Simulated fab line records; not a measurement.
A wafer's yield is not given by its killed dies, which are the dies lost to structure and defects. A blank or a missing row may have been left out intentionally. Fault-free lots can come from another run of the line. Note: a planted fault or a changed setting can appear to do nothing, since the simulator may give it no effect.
Which tool is to blame? || flow n5-finfet || route of 1938 steps, sampled at 1 step: 12 lots, 36 wafers

## WHAT THE GAUGES READ, wafer by wafer
N5_BEOL_M5_CD_MEAS_11: target cd 27.74 nm.
{"lot": "L075", "measured": "day 8 04:41", "on": "cd-sem-02", "cd-nm (nm)": "27.82 27.86 27.72"}
{"lot": "L077", "measured": "day 8 20:16", "on": "cd-sem-01", "cd-nm (nm)": "28.40 28.14 28.29"}
{"lot": "L080", "measured": "day 9 10:10", "on": "cd-sem-01", "cd-nm (nm)": "27.99 27.87 27.70"}
{"lot": "L081", "measured": "day 9 20:07", "on": "cd-sem-02", "cd-nm (nm)": "27.97 28.01 28.08"}
{"lot": "L084", "measured": "day 10 05:55", "on": "cd-sem-02", "cd-nm (nm)": "28.16 28.05 27.87"}
{"lot": "L085", "measured": "day 10 16:35", "on": "cd-sem-01", "cd-nm (nm)": "27.93 28.20 27.98"}
{"lot": "L087", "measured": "day 11 17:46", "on": "cd-sem-03", "cd-nm (nm)": "27.96 27.78 28.33"}
{"lot": "L089", "measured": "day 11 22:51", "on": "cd-sem-02", "cd-nm (nm)": "28.16 28.18 28.06"}
{"lot": "L092", "measured": "day 12 02:06", "on": "cd-sem-01", "cd-nm (nm)": "28.37 28.08 28.17"}
{"lot": "L093", "measured": "day 12 21:49", "on": "cd-sem-03", "cd-nm (nm)": "27.87 27.98 28.22"}
{"lot": "L096", "measured": "day 13 14:40", "on": "cd-sem-02", "cd-nm (nm)": "27.76 27.64 27.59"}
{"lot": "L097", "measured": "day 13 23:08", "on": "cd-sem-02", "cd-nm (nm)": "27.95 28.07 28.02"}

## WHAT TOOL EACH LOT RAN ON (gives the tool, then ch and the chambers of the sampled wafers, and finally the start)
There is no process step in the record ahead of these readings.

## THE ANSWER, worked out from the rows above alone
Rule: the usual values come from the lots themselves. Put in order of their means at a reading, lots are off if they are a third of the lots or fewer, leave a main group of 4 or more, and stand apart from it by a gap of 3 or more times the standard deviation of the main group's means; of several such gaps the widest counts. If all means in a main group match to the digits the tables above print for the reading, that group is not used. Also off: a lot with no number at a reading for which 4 or more lots have one. Where the step has rows for the other lots, those lots are counted as sound.
Nothing can be told from this: no lot is off at any reading shown.

## WHAT THE SIMULATOR PUT IN
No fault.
